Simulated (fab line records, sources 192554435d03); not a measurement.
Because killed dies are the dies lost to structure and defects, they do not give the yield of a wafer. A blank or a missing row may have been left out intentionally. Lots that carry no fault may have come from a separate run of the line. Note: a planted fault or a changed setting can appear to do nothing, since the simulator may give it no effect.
Which tool did it? || flow n5Finfet || 10 lots with 30 wafers sampled at 4 steps, on a route of 1938 steps

== WHAT THE GAUGES SHOWED, per wafer ==
N5_BEOL_M8_OVL_MEAS_12.
{"lot": "L076", "measured": "day 10 06:26", "on": "overlay-02", "M8_OVL (nm)": "0.9 1.6 0.4"}
{"lot": "L081", "measured": "day 10 15:02", "on": "overlay-02", "M8_OVL (nm)": "0.9 0.4 1.0"}
{"lot": "L079", "measured": "day 10 18:11", "on": "overlay-01", "M8_OVL (nm)": "-0.3 -0.4 0.5"}
{"lot": "L082", "measured": "day 11 01:25", "on": "overlay-01", "M8_OVL (nm)": "-0.1 0.7 1.6"}
{"lot": "L085", "measured": "day 12 13:41", "on": "overlay-02", "M8_OVL (nm)": "0.7 0.1 0.6"}
{"lot": "L089", "measured": "day 13 02:45", "on": "overlay-02", "M8_OVL (nm)": "-0.6 -0.3 -0.2"}
{"lot": "L090", "measured": "day 13 09:17", "on": "overlay-01", "M8_OVL (nm)": "0.1 0.6 -0.3"}
{"lot": "L093", "measured": "day 13 19:25", "on": "overlay-02", "M8_OVL (nm)": "0.3 -0.1 0.2"}
{"lot": "L094", "measured": "day 14 12:59", "on": "overlay-02", "M8_OVL (nm)": "-1.2 0.3 0.6"}
{"lot": "L096", "measured": "day 15 07:26", "on": "overlay-01", "M8_OVL (nm)": "-0.2 -0.3 -0.2"}

== WHICH TOOL RAN EACH LOT (tool, then ch and the chambers of the sampled wafers, then the start) ==
{"lot": "L076", "N5_BEOL_M7_STRIP_80": "rieDiel-02 ch 0,1, day 10 01:37 or earlier", "N5_BEOL_M7_DEGAS_44": "pvdSputter-03, day 10 01:37", "N5_BEOL_M7_CMP_52": "cmp-03 ch 1,2,3, day 10 03:47"}
{"lot": "L081", "N5_BEOL_M7_STRIP_80": "rieDiel-01 ch 2,3, day 10 08:47 or earlier", "N5_BEOL_M7_DEGAS_44": "pvdSputter-02, day 10 08:47", "N5_BEOL_M7_CMP_52": "cmp-02 ch 0,2,3, day 10 12:11"}
{"lot": "L079", "N5_BEOL_M7_STRIP_80": "rieDiel-02 ch 0,1,3, day 10 13:07 or earlier", "N5_BEOL_M7_DEGAS_44": "pvdSputter-03, day 10 13:07", "N5_BEOL_M7_CMP_52": "cmp-04 ch 0,1,2, day 10 15:07"}
{"lot": "L082", "N5_BEOL_M7_STRIP_80": "rieDiel-01 ch 0,1,2, day 10 21:28 or earlier", "N5_BEOL_M7_DEGAS_44": "pvdSputter-03, day 10 21:28", "N5_BEOL_M7_CMP_52": "cmp-03 ch 0,1, day 10 23:08"}
{"lot": "L085", "N5_BEOL_M7_STRIP_80": "rieDiel-01 ch 1,2,3, day 12 08:13 or earlier", "N5_BEOL_M7_DEGAS_44": "pvdSputter-03, day 12 08:13", "N5_BEOL_M7_CMP_52": "cmp-02 ch 0,2,3, day 12 11:11"}
{"lot": "L089", "N5_BEOL_M7_STRIP_80": "rieDiel-02 ch 0,1,3, day 12 22:15 or earlier", "N5_BEOL_M7_DEGAS_44": "pvdSputter-03, day 12 22:15", "N5_BEOL_M7_CMP_52": "cmp-02 ch 0,1,2, day 12 23:56"}
{"lot": "L090", "N5_BEOL_M7_STRIP_80": "rieDiel-01 ch 1,2,3, day 13 04:31 or earlier", "N5_BEOL_M7_DEGAS_44": "pvdSputter-03, day 13 04:31", "N5_BEOL_M7_CMP_52": "cmp-04 ch 0,2,3, day 13 06:10"}
{"lot": "L093", "N5_BEOL_M7_STRIP_80": "rieDiel-03 ch 0,2, day 13 15:56 or earlier", "N5_BEOL_M7_DEGAS_44": "pvdSputter-02, day 13 15:56", "N5_BEOL_M7_CMP_52": "cmp-03 ch 0,3, day 13 17:13"}
{"lot": "L094", "N5_BEOL_M7_STRIP_80": "rieDiel-01 ch 0,1, day 14 09:00 or earlier", "N5_BEOL_M7_DEGAS_44": "pvdSputter-02, day 14 09:00", "N5_BEOL_M7_CMP_52": "cmp-04 ch 0,3, day 14 10:34"}
{"lot": "L096", "N5_BEOL_M7_STRIP_80": "rieDiel-02 ch 2,3, day 15 00:28 or earlier", "N5_BEOL_M7_DEGAS_44": "pvdSputter-03, day 15 00:28", "N5_BEOL_M7_CMP_52": "cmp-03 ch 1,3, day 15 01:53"}
- N5_BEOL_M7_STRIP_80: strips in N2/H2, time 10 s.
- N5_BEOL_M7_DEGAS_44: time 60 s.
- N5_BEOL_M7_CMP_52: polishes, stops on SiCOH lowk, t overpolish 6.9 s, target thk 80 nm.

== THE ANSWER, worked out from the rows above alone ==
Rule: usual is defined by the lots themselves. The widest of any qualifying gaps counts: lots, ordered by their means at a reading, are off when they make up no more than a third of the lots, leave a main group of 4 or more, and stand apart from it by 3 or more times the standard deviation of that group's means. If all means in a main group match to the digits the tables above print for the reading, that group is not used. A lot without any number at a reading at which 4 lots or more have one is off too. Any other lot the step has rows for is counted as sound.
Nothing can be told from this: no lot is off at any reading shown.

== WHAT THE SIMULATOR HAD INSERTED ==
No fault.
